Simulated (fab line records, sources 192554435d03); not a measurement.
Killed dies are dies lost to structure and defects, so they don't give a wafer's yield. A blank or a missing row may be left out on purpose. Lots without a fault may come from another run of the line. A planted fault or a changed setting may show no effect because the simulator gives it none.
fab line records | flow n5_finfet
record lots=24 wafers=72 last_day=19
route steps=1938 shown BEOL_M7@1316 BEOL_M8@1336
lots that met no fault: from a run of the same line without faults
start_h: hours from the record's first day to the start of the lot's first wafer shown | wait_h: hours since the lot's step before | " the same as in the row above | L1.1+2: a row that stands for several wafers | - no value, or no start given | * or withheld: withheld | < > ~ a bound
route shown NAME@n: a module of which the file shows steps, and the number in the route of the first | usual: mean/standard deviation of fault-free wafers | same: alike in all rows | chamber/n: place in a boat | sites: the reading at each site | _std_site: their standard deviation | _edge_site: outer sites' mean less inner sites' | radius_mm: how far each site lies from the wafer's centre | mask NAME#n: copy n | behind: the tool/chamber that last shaped the wafer | hold: why the lot was held/for how many hours/how that ended | device: the transistor (n, p or np) that didn't switch | end of line: the same wafers' tests at the end of the route | a step without rows: its recipe alone | killed: dies lost to structure and defects at the first sort, not the wafer's yield | map: a wafer's dies, x killed, . not, _ none there
set.NAME: the setting as run; set.NAME@STEP: as run at that earlier step | model.NAME: the simulator's own value behind a step, which no gauge read
steps of the route over a sample of lots; a table a step, a row a wafer
services: from which hour (start_h, from the record's first day; less than 0 if before it) a tool's chamber was out of use, for how many hours, and why
## steps
# step N5_BEOL_M7_CD_MEAS_35
# recipe target_cd_nm=40 polarity=opening
# usual cd_nm=40.1/0.61
# columns lot.wafer tool chamber start_h wait_h cd_nm
L074.1 cd_sem-03 - 235.58 0.0 40.0
L074.3 " - " " 40.4
L074.6 " - " " 40.5
L076.1 cd_sem-02 - 250.35 0.0 41.2
L076.4 " - " " 39.9
L076.5 " - " " 40.7
L077.1 cd_sem-03 - 264.08 0.0 39.9
L077.4 " - " " 40.8
L077.5 " - " " 40.9
L075.2 cd_sem-01 - 268.47 0.0 40.4
L075.4 " - " " 40.2
L075.6 " - " " 40.1
L078.1 cd_sem-01 - 271.91 0.0 40.6
L078.3 " - " " 39.7
L078.4 " - " " 39.7
L079.1 cd_sem-01 - 276.27 0.0 39.5
L079.4 " - " " 40.0
L079.6 " - " " 39.8
L080.1 cd_sem-02 - 290.80 0.0 39.8
L080.4 " - " " 40.2
L080.6 " - " " 39.6
L081.1 cd_sem-01 - 298.36 0.0 41.0
L081.3 " - " " 40.3
L081.4 " - " " 39.9
L082.3 cd_sem-03 - 303.58 0.0 40.7
L082.4 " - " " 41.0
L082.6 " - " " 41.1
L084.1 cd_sem-03 - 303.62 0.0 39.6
L084.4 " - " " 39.9
L084.6 " - " " 39.3
L083.2 cd_sem-02 - 307.48 0.0 40.8
L083.4 " - " " 39.8
L083.6 " - " " 41.4
L085.2 cd_sem-03 - 315.34 0.0 40.6
L085.3 " - " " 40.6
L085.4 " - " " 40.2
L087.1 cd_sem-02 - 315.63 0.0 39.8
L087.2 " - " " 40.6
L087.5 " - " " 40.9
L086.1 cd_sem-02 - 334.72 0.0 40.0
L086.5 " - " " 39.3
L086.6 " - " " 39.9
L090.3 cd_sem-02 - 337.69 0.0 40.3
L090.4 " - " " 40.9
L090.5 " - " " 40.8
L089.2 cd_sem-02 - 337.85 0.0 40.1
L089.3 " - " " 39.6
L089.6 " - " " 38.5
L088.1 cd_sem-02 - 348.36 0.0 40.6
L088.3 " - " " 40.3
L088.6 " - " " 39.7
L092.1 cd_sem-03 - 361.55 0.0 40.5
L092.2 " - " " 38.8
L092.6 " - " " 41.3
L091.1 cd_sem-03 - 362.04 0.0 40.0
L091.2 " - " " 40.8
L091.6 " - " " 40.1
L093.1 cd_sem-02 - 369.38 0.0 41.5
L093.4 " - " " 41.0
L093.6 " - " " 41.1
L094.1 cd_sem-02 - 371.50 0.0 40.4
L094.2 " - " " 40.2
L094.5 " - " " 39.7
L095.2 cd_sem-01 - 371.78 0.0 39.8
L095.5 " - " " 39.7
L095.6 " - " " 39.8
L096.2 cd_sem-02 - 374.85 0.0 40.1
L096.4 " - " " 40.2
L096.5 " - " " 39.3
L097.2 cd_sem-03 - 383.26 0.0 39.5
L097.3 " - " " 40.1
L097.6 " - " " 39.1
# step N5_BEOL_M7_RS_MEAS_57
# recipe thk_meas_gauge=four-point-probe reads=Cu_of_BEOL_M7_ECD_50+Co_of_BEOL_M7_CVD_78+TaN_of_BEOL_M7_ALD_77
# usual M7_RS=0.286/0.0071
# columns lot.wafer tool chamber start_h wait_h M7_RS[ohm/sq]
L074.1 film_metro-02 - 239.27 0.1 0.280
L074.3 " - " " 0.286
L074.6 " - " " 0.277
L076.1 film_metro-01 - 253.29 0.1 0.282
L076.4 " - " " 0.295
L076.5 " - " " 0.277
L077.1 film_metro-02 - 266.88 0.1 0.298
L077.4 " - " " 0.285
L077.5 " - " " 0.281
L075.2 film_metro-02 - 270.63 0.1 0.279
L075.4 " - " " 0.287
L075.6 " - " " 0.285
L078.1 film_metro-01 - 274.72 0.1 0.284
L078.3 " - " " 0.283
L078.4 " - " " 0.275
L079.1 film_metro-02 - 278.51 0.1 0.294
L079.4 " - " " 0.284
L079.6 " - " " 0.293
L080.1 film_metro-01 - 293.83 0.1 0.286
L080.4 " - " " 0.287
L080.6 " - " " 0.294
L081.1 film_metro-01 - 301.66 0.1 0.281
L081.3 " - " " 0.283
L081.4 " - " " 0.289
L082.3 film_metro-01 - 305.57 0.1 0.286
L082.4 " - " " 0.275
L082.6 " - " " 0.280
L084.1 film_metro-02 - 306.30 0.1 0.288
L084.4 " - " " 0.306
L084.6 " - " " 0.304
L083.2 film_metro-02 - 310.12 0.1 0.289
L083.4 " - " " 0.281
L083.6 " - " " 0.277
L085.2 film_metro-01 - 317.59 0.1 0.285
L085.3 " - " " 0.296
L085.4 " - " " 0.289
L087.1 film_metro-01 - 318.13 0.1 0.286
L087.2 " - " " 0.289
L087.5 " - " " 0.288
L086.1 film_metro-01 - 336.87 0.1 0.280
L086.5 " - " " 0.286
L086.6 " - " " 0.288
L090.3 film_metro-01 - 340.42 0.1 0.293
L090.4 " - " " 0.294
L090.5 " - " " 0.287
L089.2 film_metro-01 - 340.90 0.1 0.282
L089.3 " - " " 0.278
L089.6 " - " " 0.289
L088.1 film_metro-01 - 350.90 0.1 0.280
L088.3 " - " " 0.287
L088.6 " - " " 0.290
L092.1 film_metro-01 - 364.26 0.1 0.290
L092.2 " - " " 0.273
L092.6 " - " " 0.283
L091.1 film_metro-02 - 364.70 0.1 0.281
L091.2 " - " " 0.275
L091.6 " - " " 0.278
L093.1 film_metro-02 - 371.77 0.1 0.274
L093.4 " - " " 0.290
L093.6 " - " " 0.273
L094.1 film_metro-02 - 376.00 0.1 0.280
L094.2 " - " " 0.282
L094.5 " - " " 0.280
L095.2 film_metro-02 - 376.14 0.1 0.286
L095.5 " - " " 0.296
L095.6 " - " " 0.283
L096.2 film_metro-02 - 377.19 0.1 0.286
L096.4 " - " " 0.296
L096.5 " - " " 0.280
L097.2 film_metro-02 - 386.61 0.1 0.286
L097.3 " - " " 0.284
L097.6 " - " " 0.285
# step N5_BEOL_M8_HM_DEP_02
# recipe material=TiN target_thk_a=200 temp_c=25 chamber_pressure_pa=0.49996
# usual throttle_valve_pct=30.1/1
# columns lot.wafer tool chamber start_h wait_h throttle_valve_pct
L074.1 pvd_sputter-01 - 241.49 1.5 29.7
L074.3 " - " " 30.8
L074.6 " - " " 30.0
L076.1 pvd_sputter-01 - 256.43 2.4 29.9
L076.4 " - " " 30.6
L076.5 " - " " 30.1
L077.1 pvd_sputter-03 - 268.76 1.0 28.4
L077.4 " - " " 30.8
L077.5 " - " " 30.5
L075.2 pvd_sputter-02 - 272.02 0.7 29.8
L075.4 " - " " 30.2
L075.6 " - " " 31.7
L078.1 pvd_sputter-02 - 276.67 1.2 29.9
L078.3 " - " " 30.4
L078.4 " - " " 29.7
L079.1 pvd_sputter-02 - 281.09 1.9 31.7
L079.4 " - " " 29.7
L079.6 " - " " 29.9
L080.1 pvd_sputter-03 - 295.34 0.8 30.7
L080.4 " - " " 29.1
L080.6 " - " " 28.5
L081.1 pvd_sputter-02 - 303.80 1.4 30.4
L081.3 " - " " 31.7
L081.4 " - " " 30.0
L082.3 pvd_sputter-03 - 307.76 1.5 30.6
L082.4 " - " " 28.5
L082.6 " - " " 30.7
L084.1 pvd_sputter-03 - 307.86 0.9 28.4
L084.4 " - " " 29.0
L084.6 " - " " 30.6
L083.2 pvd_sputter-02 - 311.94 1.1 31.6
L083.4 " - " " 30.0
L083.6 " - " " 30.5
L085.2 pvd_sputter-01 - 318.61 0.3 30.0
L085.3 " - " " 30.7
L085.4 " - " " 27.8
L087.1 pvd_sputter-02 - 319.27 0.4 30.4
L087.2 " - " " 32.0
L087.5 " - " " 31.8
L086.1 pvd_sputter-03 - 338.65 1.1 30.7
L086.5 " - " " 30.7
L086.6 " - " " 30.3
L090.3 pvd_sputter-02 - 342.99 1.9 30.0
L090.4 " - " " 30.5
L090.5 " - " " 30.4
L089.2 pvd_sputter-02 - 343.25 1.4 31.8
L089.3 " - " " 30.0
L089.6 " - " " 29.5
L088.1 pvd_sputter-02 - 351.98 0.4 29.8
L088.3 " - " " 31.8
L088.6 " - " " 29.8
L092.1 pvd_sputter-01 - 365.42 0.5 29.5
L092.2 " - " " 27.7
L092.6 " - " " 27.4
L091.1 pvd_sputter-03 - 368.59 2.9 28.7
L091.2 " - " " 30.8
L091.6 " - " " 28.6
L093.1 pvd_sputter-02 - 374.91 2.2 31.7
L093.4 " - " " 29.5
L093.6 " - " " 31.8
L094.1 pvd_sputter-03 - 378.31 1.4 29.0
L094.2 " - " " 30.6
L094.5 " - " " 30.7
L095.2 pvd_sputter-02 - 378.55 1.3 29.8
L095.5 " - " " 31.8
L095.6 " - " " 29.5
L096.2 pvd_sputter-03 - 378.75 0.8 30.8
L096.4 " - " " 30.9
L096.5 " - " " 30.7
L097.2 pvd_sputter-02 - 390.55 3.3 29.7
L097.3 " - " " 31.6
L097.6 " - " " 29.8
# step N5_BEOL_M8_STRIP_67
# recipe chemistry=CF4 resist=SiARC power_w=300 bias_power_w=75 pressure_mtorr=50 cf4_flow_sccm=150 rf_frequency_hz=6e+07
# usual drypump_motor_current_A=5.8/0.48 oes_product_au=0.81/0.089 rf_vpp_V=271.3/1.6 showerhead_plenum_p_Torr=1.80/0.067 throttle_valve_pct=13.5/0.38
# columns lot.wafer tool chamber start_h wait_h drypump_motor_current_A oes_product_au rf_hours_counter_h rf_vpp_V showerhead_plenum_p_Torr throttle_valve_pct
L074.1 rie_diel-04 1 242.47 0.0 6.4 0.88 28 272.5 1.81 13.1
L074.3 " 2 " " 5.6 0.71 211 269.1 1.72 14.0
L074.6 " 2 " " 5.6 0.71 - 269.9 1.72 13.9
L076.1 rie_diel-04 3 257.13 0.0 5.2 0.96 3 273.9 1.89 13.0
L076.4 " 0 " " 6.0 0.73 165 270.4 1.79 14.0
L076.5 " 3 " " 5.2 0.96 - 274.1 1.90 13.0
L077.1 rie_diel-04 0 269.64 0.0 6.0 0.73 171 269.3 1.79 14.0
L077.4 " 2 " " 5.6 0.70 223 269.5 1.72 14.0
L077.5 " 2 " " 5.6 0.70 - 270.5 1.72 14.0
L075.2 rie_diel-03 1 272.97 0.0 5.2 0.91 26 271.9 1.82 13.2
L075.4 " 2 " " 5.3 0.75 162 270.4 1.71 13.4
L075.6 " 1 " " 5.2 0.91 - 272.3 1.82 13.1
L078.1 rie_diel-03 2 277.62 0.0 5.3 0.75 163 269.4 1.71 13.4
L078.3 " 1 " " 5.2 0.90 28 272.0 1.82 13.2
L078.4 " 0 " " 5.6 0.95 6 272.2 1.91 13.2
L079.1 rie_diel-04 1 282.31 0.0 6.4 0.86 46 271.5 1.80 13.2
L079.4 " 2 " " 5.6 0.70 228 267.7 1.72 14.0
L079.6 " 0 " " 6.0 0.73 - 271.3 1.79 14.0
L080.1 rie_diel-04 3 296.17 0.0 5.2 0.91 17 272.7 1.89 13.0
L080.4 " 1 " " 6.4 0.85 52 270.4 1.80 13.2
L080.6 " 1 " " 6.4 0.84 - 271.8 1.80 13.2
L081.1 rie_diel-04 2 305.08 0.0 5.6 0.69 234 268.0 1.72 14.0
L081.3 " 0 " " 6.0 0.73 186 271.7 1.78 14.0
L081.4 " 3 " " 5.2 0.90 22 274.6 1.89 13.1
L082.3 rie_diel-03 1 308.58 0.0 5.2 0.88 38 271.2 1.82 13.2
L082.4 " 2 " " 5.3 0.73 - 269.2 1.71 13.4
L082.6 " 0 " " 5.6 0.93 - 275.1 1.91 13.2
L084.1 rie_diel-04 0 308.75 0.0 6.0 0.72 188 270.1 1.78 14.1
L084.4 " 3 " " 5.2 0.89 23 274.2 1.89 13.1
L084.6 " 3 " " 5.2 0.90 - 272.6 1.89 13.1
L083.2 rie_diel-01 3 312.83 0.0 5.9 0.83 85 270.2 1.74 13.2
L083.4 " 0 " " 6.4 0.69 242 272.8 1.84 14.0
L083.6 " 3 " " 6.0 0.84 - 270.1 1.74 13.2
L085.2 rie_diel-03 2 319.31 0.0 5.3 0.73 178 267.2 1.71 13.4
L085.3 " 0 " " 5.7 0.93 18 274.1 1.90 13.2
L085.4 " 1 " " 5.2 0.88 - 271.6 1.82 13.2
L087.1 rie_diel-01 2 320.10 0.0 6.6 0.72 200 271.5 1.73 14.1
L087.2 " 0 " " 6.4 0.69 244 271.1 1.84 14.0
L087.5 " 2 " " 6.6 0.72 - 270.4 1.73 14.1
L086.1 rie_diel-01 1 339.47 0.0 5.7 0.82 81 270.8 1.74 13.7
L086.5 " 3 " " 5.9 0.83 - 270.2 1.74 13.2
L086.6 " 2 " " 6.6 0.73 - 270.3 1.72 14.1
L090.3 rie_diel-03 3 343.83 0.0 6.5 0.94 5 272.4 1.84 13.2
L090.4 " 1 " " 5.2 0.87 51 272.0 1.82 13.2
L090.5 " 2 " " 5.3 0.73 - 271.4 1.71 13.4
L089.2 rie_diel-04 1 344.08 0.0 6.4 0.82 72 272.3 1.80 13.2
L089.3 " 2 " " 5.6 0.68 248 270.0 1.71 14.0
L089.6 " 2 " " 5.6 0.68 - 270.5 1.71 14.0
L088.1 rie_diel-03 2 353.10 0.0 5.3 0.72 190 270.2 1.71 13.4
L088.3 " 0 " " 5.6 0.89 28 272.3 1.90 13.2
L088.6 " 0 " " 5.6 0.89 - 272.2 1.90 13.2
L092.1 rie_diel-04 3 366.14 0.0 5.2 0.86 45 272.3 1.88 13.1
L092.2 " 0 " " 6.0 0.70 208 272.7 1.78 14.1
L092.6 " 0 " " 6.0 0.71 - 270.2 1.78 14.1
L091.1 rie_diel-01 0 369.57 0.0 6.4 0.99 4 271.5 1.84 13.5
L091.2 " 2 " " 6.6 0.71 219 269.4 1.72 14.1
L091.6 " 2 " " 6.6 0.71 - 270.5 1.72 14.1
L093.1 rie_diel-01 2 375.61 0.0 6.5 0.70 221 269.2 1.72 14.2
L093.4 " 0 " " 6.4 0.99 6 271.7 1.84 13.5
L093.6 " 0 " " 6.4 0.98 - 273.3 1.84 13.4
L094.1 rie_diel-03 1 379.13 0.0 5.2 0.85 64 272.2 1.81 13.2
L094.2 " 0 " " 5.6 0.88 36 270.6 1.90 13.2
L094.5 " 1 " " 5.2 0.84 - 272.9 1.81 13.2
L095.2 rie_diel-04 1 379.38 0.0 6.4 0.80 86 271.7 1.79 13.2
L095.5 " 1 " " 6.4 0.80 - 272.3 1.79 13.3
L095.6 " 0 " " 6.0 0.69 - 271.7 1.78 14.1
L096.2 rie_diel-03 2 379.73 0.0 5.3 0.72 200 269.9 1.70 13.5
L096.4 " 1 " " 5.2 0.85 64 271.0 1.81 13.2
L096.5 " 0 " " 5.6 0.88 - 272.8 1.90 13.2
L097.2 rie_diel-04 0 391.38 0.0 6.0 0.70 216 270.9 1.77 14.1
L097.3 " 1 " " 6.4 0.80 90 271.0 1.79 13.3
L097.6 " 3 " " 5.2 0.85 - 273.1 1.88 13.1
# step N5_BEOL_M8_DESCUM_33
# recipe chemistry=O2 time_s=7 source_power_w=50 bias_power_w=20 pressure_mtorr=20 rf_frequency_hz=2.712e+07 temp_c=40 resist=CAR-EUV o2_flow_sccm=225
# usual drypump_motor_current_A=5.8/0.49 oes_product_au=0.81/0.093 rf_vpp_V=243.3/1.5 showerhead_plenum_p_Torr=2.10/0.082 temp_c=40.02/0.11 throttle_valve_pct=20.4/0.36
# columns lot.wafer tool chamber start_h wait_h drypump_motor_current_A oes_product_au rf_hours_counter_h rf_vpp_V showerhead_plenum_p_Torr temp_c throttle_valve_pct
L074.1 rie_diel-04 0 243.59 0.0 6.0 0.73 160 242.8 2.10 39.99 21.0
L074.3 " 2 " " 5.6 0.70 211 240.9 2.00 40.04 20.8
L074.6 " 2 " " 5.5 0.70 - 242.5 2.00 39.95 20.8
L076.1 rie_diel-03 3 259.18 0.0 6.5 0.68 236 244.0 2.15 40.06 20.6
L076.4 " 2 " " 5.3 0.74 - 241.7 2.01 40.06 20.2
L076.5 " 3 " " 6.5 0.68 - 244.9 2.15 40.00 20.5
L077.1 rie_diel-04 3 271.26 0.0 5.2 0.93 8 245.2 2.23 39.76 20.0
L077.4 " 1 " " 6.4 0.86 41 242.5 2.13 40.08 20.1
L077.5 " 2 " " 5.6 0.69 - 242.2 2.00 40.13 20.9
L075.2 rie_diel-01 0 275.90 0.1 6.5 0.69 228 244.9 2.14 40.01 20.7
L075.4 " 3 " " 6.0 0.87 72 242.0 2.04 39.94 20.1
L075.6 " 0 " " 6.4 0.69 - 243.5 2.14 40.04 20.7
L078.1 rie_diel-04 3 280.30 0.0 5.2 0.93 11 243.5 2.23 40.03 20.0
L078.3 " 0 " " 6.0 0.71 174 242.9 2.10 40.00 21.0
L078.4 " 1 " " 6.4 0.87 45 243.9 2.13 40.13 20.1
L079.1 rie_diel-04 2 286.08 0.0 5.6 0.69 229 241.5 2.00 39.98 20.9
L079.4 " 1 " " 6.4 0.86 47 244.4 2.13 39.86 20.1
L079.6 " 0 " " 6.0 0.71 - 243.3 2.10 40.20 21.0
L080.1 rie_diel-01 0 298.77 0.0 6.4 0.69 236 244.8 2.14 39.84 20.7
L080.4 " 2 " " 6.5 0.73 192 241.4 2.01 39.89 21.0
L080.6 " 0 " " 6.4 0.68 - 244.8 2.14 39.91 20.7
L081.1 rie_diel-01 0 306.72 0.0 6.4 0.67 240 243.9 2.14 39.98 20.7
L081.3 " 2 " " 6.6 0.72 195 243.6 2.01 39.93 21.0
L081.4 " 1 " " 5.8 0.84 69 242.0 2.03 39.98 20.5
L084.1 rie_diel-03 2 310.69 0.0 5.3 0.72 173 241.9 2.01 40.01 20.2
L084.4 " 0 " " 5.6 0.93 - 244.1 2.24 40.25 20.2
L084.6 " 1 " " 5.2 0.87 - 243.7 2.13 40.13 20.1
L082.3 rie_diel-01 1 310.86 0.0 5.8 0.84 70 241.5 2.03 40.01 20.5
L082.4 " 3 " " 5.9 0.87 84 242.9 2.04 39.97 20.1
L082.6 " 3 " " 5.9 0.86 - 242.2 2.04 39.93 20.1
L083.2 rie_diel-03 1 315.11 0.2 5.2 0.87 40 243.3 2.13 40.19 20.1
L083.4 " 1 " " 5.2 0.87 - 243.6 2.13 40.08 20.1
L083.6 " 2 " " 5.2 0.72 - 241.4 2.00 40.05 20.2
L085.2 rie_diel-01 2 321.14 0.0 6.5 0.71 200 241.6 2.01 40.13 21.0
L085.3 " 0 " " 6.4 0.67 244 244.7 2.14 39.99 20.7
L085.4 " 1 " " 5.7 0.83 74 242.7 2.03 40.02 20.5
L087.1 rie_diel-03 1 321.32 0.0 5.2 0.87 43 244.7 2.13 39.94 20.1
L087.2 " 2 " " 5.3 0.71 178 242.7 2.00 40.16 20.2
L087.5 " 1 " " 5.2 0.86 - 243.7 2.13 40.03 20.1
L086.1 rie_diel-04 2 340.22 0.0 5.6 0.68 247 241.5 1.99 40.02 20.9
L086.5 " 3 " " 5.2 0.87 - 244.6 2.22 39.83 20.0
L086.6 " 0 " " 6.0 0.70 - 243.6 2.09 40.06 21.0
L090.3 rie_diel-03 1 348.59 0.1 5.2 0.86 52 244.3 2.13 40.19 20.1
L090.4 " 1 " " 5.2 0.86 - 242.9 2.13 40.26 20.1
L090.5 " 3 " " 6.5 0.93 - 244.5 2.15 40.11 20.1
L089.2 rie_diel-04 3 349.35 0.6 5.1 0.88 37 245.0 2.22 40.07 20.0
L089.3 " 0 " " 6.0 0.69 203 242.0 2.09 39.95 21.0
L089.6 " 0 " " 6.0 0.70 - 241.7 2.09 39.83 21.0
L088.1 rie_diel-04 1 356.43 0.0 6.4 0.82 78 242.4 2.12 40.07 20.2
L088.3 " 3 " " 5.2 0.87 41 244.6 2.22 40.04 20.0
L088.6 " 3 " " 5.2 0.87 - 245.5 2.22 40.02 20.0
L092.1 rie_diel-01 1 368.93 0.0 5.8 0.81 91 240.8 2.02 40.06 20.5
L092.2 " 2 " " 6.5 0.71 218 241.0 2.00 40.03 21.1
L092.6 " 0 " " 6.4 0.99 - 243.5 2.13 39.95 20.4
L091.1 rie_diel-03 2 370.32 0.0 5.3 0.70 196 242.5 2.00 40.10 20.2
L091.2 " 1 " " 5.2 0.84 61 243.7 2.13 40.14 20.1
L091.6 " 1 " " 5.2 0.84 - 243.4 2.13 40.17 20.1
L093.1 rie_diel-04 2 377.88 0.0 5.6 0.95 4 244.8 2.26 40.15 20.6
L093.4 " 1 " " 6.4 0.80 85 244.1 2.12 39.96 20.2
L093.6 " 3 " " 5.2 0.85 - 244.8 2.22 39.90 20.0
L094.1 rie_diel-01 0 382.67 0.4 6.4 0.97 8 244.2 2.13 39.99 20.4
L094.2 " 3 " " 5.9 0.84 112 242.2 2.03 39.92 20.2
L094.5 " 0 " " 6.4 0.97 - 244.2 2.13 39.92 20.4
L095.2 rie_diel-03 3 382.70 0.3 6.5 0.89 19 244.1 2.14 39.99 20.1
L095.5 " 0 " " 5.7 0.87 - 244.8 2.24 39.96 20.2
L095.6 " 1 " " 5.2 0.84 - 244.6 2.12 40.01 20.1
L096.2 rie_diel-01 3 383.07 0.6 5.9 0.83 112 241.6 2.03 40.11 20.1
L096.4 " 2 " " 6.5 0.70 223 241.8 2.00 39.91 21.0
L096.5 " 0 " " 6.4 0.95 - 244.4 2.13 40.00 20.4
L097.2 rie_diel-04 3 394.28 0.1 5.2 0.83 55 245.2 2.22 40.18 20.0
L097.3 " 1 " " 6.4 0.81 91 243.2 2.11 39.78 20.2
L097.6 " 2 " " 5.6 0.93 - 245.5 2.25 40.04 20.6
# step N5_BEOL_M8_ETCH_41
# recipe chemistry=CH3F/O2 target=SiCN target_depth_a=319 taper_deg=2 time_s=57.8 ion_energy_ev=120 mask_material=TiN pressure_mtorr=30 source_w=395 bias_w=75 Ar_flow_sccm=150 CH3F_flow_sccm=30 O2_flow_sccm=20
# usual drypump_motor_current_A=5.8/0.49 oes_product_au=0.81/0.091 rf_vpp_V=297.4/1.8 showerhead_plenum_p_Torr=2.01/0.081 throttle_valve_pct=16.3/0.33
# columns lot.wafer tool chamber start_h wait_h drypump_motor_current_A oes_product_au rf_hours_counter_h rf_vpp_V showerhead_plenum_p_Torr throttle_valve_pct
L074.1 rie_diel-04 0 - - 6.0 0.73 160 297.0 2.00 16.8
L074.3 " 2 " " 5.6 0.70 212 296.4 1.90 16.6
L074.6 " 2 " " 5.6 0.69 - 296.0 1.90 16.6
L076.1 rie_diel-03 3 - - 6.5 0.69 236 297.7 2.04 16.3
L076.4 " 2 " " 5.3 0.74 - 294.5 1.92 16.1
L076.5 " 3 " " 6.5 0.69 - 297.1 2.04 16.4
L077.1 rie_diel-04 3 - - 5.2 0.94 8 300.4 2.13 15.8
L077.4 " 1 " " 6.4 0.85 41 299.0 2.04 16.0
L077.5 " 2 " " 5.6 0.68 - 295.0 1.90 16.6
L075.2 rie_diel-01 0 - - 6.4 0.68 228 298.7 2.06 16.7
L075.4 " 3 " " 5.9 0.86 72 296.9 1.95 16.0
L075.6 " 0 " " 6.5 0.68 - 297.5 2.06 16.7
L078.1 rie_diel-04 3 - - 5.2 0.94 11 300.9 2.13 15.8
L078.3 " 0 " " 6.0 0.72 174 297.1 2.00 16.8
L078.4 " 1 " " 6.4 0.85 45 298.4 2.04 16.0
L079.1 rie_diel-04 2 - - 5.6 0.69 229 295.6 1.89 16.6
L079.4 " 1 " " 6.4 0.86 47 299.4 2.04 16.0
L079.6 " 0 " " 6.0 0.71 - 297.1 1.99 16.8
L080.1 rie_diel-01 0 - - 6.4 0.68 237 299.6 2.06 16.7
L080.4 " 2 " " 6.5 0.72 192 294.0 1.90 16.7
L080.6 " 0 " " 6.5 0.68 - 299.3 2.06 16.7
L081.1 rie_diel-01 0 - - 6.4 0.67 240 300.7 2.06 16.7
L081.3 " 2 " " 6.5 0.72 195 295.6 1.90 16.7
L081.4 " 1 " " 5.7 0.84 69 294.9 1.93 16.3
L084.1 rie_diel-03 2 - - 5.2 0.74 173 296.5 1.92 16.1
L084.4 " 0 " " 5.6 0.94 - 300.3 2.14 16.0
L084.6 " 1 " " 5.2 0.88 - 299.6 2.04 16.0
L082.3 rie_diel-01 1 - - 5.8 0.84 70 296.4 1.93 16.3
L082.4 " 3 " " 5.9 0.85 84 295.6 1.94 16.0
L082.6 " 3 " " 5.9 0.85 - 295.2 1.95 16.0
L083.2 rie_diel-03 1 - - 5.2 0.88 41 297.6 2.04 16.0
L083.4 " 1 " " 5.2 0.86 - 297.1 2.04 16.0
L083.6 " 2 " " 5.3 0.72 - 295.8 1.91 16.1
L085.2 rie_diel-01 2 - - 6.5 0.71 201 296.4 1.90 16.7
L085.3 " 0 " " 6.4 0.68 245 298.0 2.06 16.7
L085.4 " 1 " " 5.8 0.83 74 294.8 1.93 16.4
L087.1 rie_diel-03 1 - - 5.2 0.86 43 296.0 2.04 16.0
L087.2 " 2 " " 5.3 0.73 178 295.7 1.91 16.1
L087.5 " 1 " " 5.2 0.86 - 298.8 2.04 16.0
L086.1 rie_diel-04 2 - - 5.6 0.67 247 294.6 1.89 16.7
L086.5 " 3 " " 5.2 0.87 - 299.5 2.12 15.9
L086.6 " 0 " " 6.0 0.69 - 296.1 1.99 16.8
L090.3 rie_diel-03 1 - - 5.2 0.85 53 298.0 2.04 16.0
L090.4 " 1 " " 5.2 0.85 - 296.7 2.04 16.0
L090.5 " 3 " " 6.5 0.93 - 298.6 2.04 15.8
L089.2 rie_diel-04 3 - - 5.2 0.87 38 299.4 2.12 15.9
L089.3 " 0 " " 6.0 0.69 203 296.9 1.99 16.8
L089.6 " 0 " " 6.0 0.69 - 296.9 1.99 16.8
L088.1 rie_diel-04 1 - - 6.4 0.80 78 297.2 2.03 16.1
L088.3 " 3 " " 5.2 0.86 41 298.7 2.12 15.9
L088.6 " 3 " " 5.2 0.86 - 298.8 2.12 15.9
L092.1 rie_diel-01 1 - - 5.7 0.81 92 297.1 1.93 16.4
L092.2 " 2 " " 6.6 0.70 218 295.1 1.89 16.8
L092.6 " 0 " " 6.4 0.97 - 298.5 2.05 16.3
L091.1 rie_diel-03 2 - - 5.3 0.70 196 295.6 1.91 16.2
L091.2 " 1 " " 5.2 0.83 61 298.6 2.03 16.0
L091.6 " 1 " " 5.2 0.84 - 297.7 2.03 16.0
L093.1 rie_diel-04 2 - - 5.6 0.94 5 300.5 2.13 16.2
L093.4 " 1 " " 6.4 0.79 86 298.9 2.03 16.1
L093.6 " 3 " " 5.2 0.85 - 299.9 2.12 15.9
L094.1 rie_diel-01 0 - - 6.5 0.98 8 299.0 2.05 16.3
L094.2 " 3 " " 6.0 0.83 112 297.0 1.94 16.0
L094.5 " 0 " " 6.4 0.97 - 297.9 2.05 16.3
L095.2 rie_diel-03 3 - - 6.5 0.90 19 295.7 2.03 15.9
L095.5 " 0 " " 5.6 0.87 - 299.2 2.13 16.0
L095.6 " 1 " " 5.2 0.83 - 297.3 2.03 16.0
L096.2 rie_diel-01 3 - - 5.8 0.82 112 297.4 1.94 16.0
L096.4 " 2 " " 6.6 0.71 223 295.8 1.89 16.8
L096.5 " 0 " " 6.5 0.97 - 297.7 2.05 16.3
L097.2 rie_diel-04 3 - - 5.2 0.83 56 299.9 2.12 15.9
L097.3 " 1 " " 6.4 0.79 91 298.6 2.02 16.1
L097.6 " 2 " " 5.6 0.93 - 300.1 2.13 16.2
## services
# columns tool chamber start_h hours kind
pvd_sputter-02 - 228.43 5.9 repair
rie_diel-01 0 236.26 2.0 repair
rie_diel-03 0 237.96 - clean
rie_diel-03 0 237.96 - consumable_replace:focus_ring
rie_diel-03 0 237.96 - consumable_replace:showerhead
rie_diel-03 0 237.96 22.2 scheduled_down
rie_diel-03 0 237.96 22.2 vent_cycle
rie_diel-01 1 242.72 9.3 repair
rie_diel-03 1 252.93 10.3 repair
rie_diel-04 2 296.24 7.2 repair
rie_diel-03 3 303.59 - clean
rie_diel-03 3 303.59 - consumable_replace:focus_ring
rie_diel-03 3 303.59 24.1 scheduled_down
rie_diel-03 0 346.69 3.6 repair
rie_diel-04 2 349.27 - clean
rie_diel-04 2 349.27 - consumable_replace:focus_ring
rie_diel-04 2 349.27 - consumable_replace:showerhead
rie_diel-04 2 349.27 16.0 scheduled_down
rie_diel-04 2 349.27 16.0 vent_cycle
rie_diel-03 3 355.22 1.7 repair
rie_diel-03 0 357.58 3.6 repair
rie_diel-04 0 357.66 5.9 repair
rie_diel-03 - 374.21 0.7 repair
pvd_sputter-02 - 382.94 2.5 repair
## key
fault none
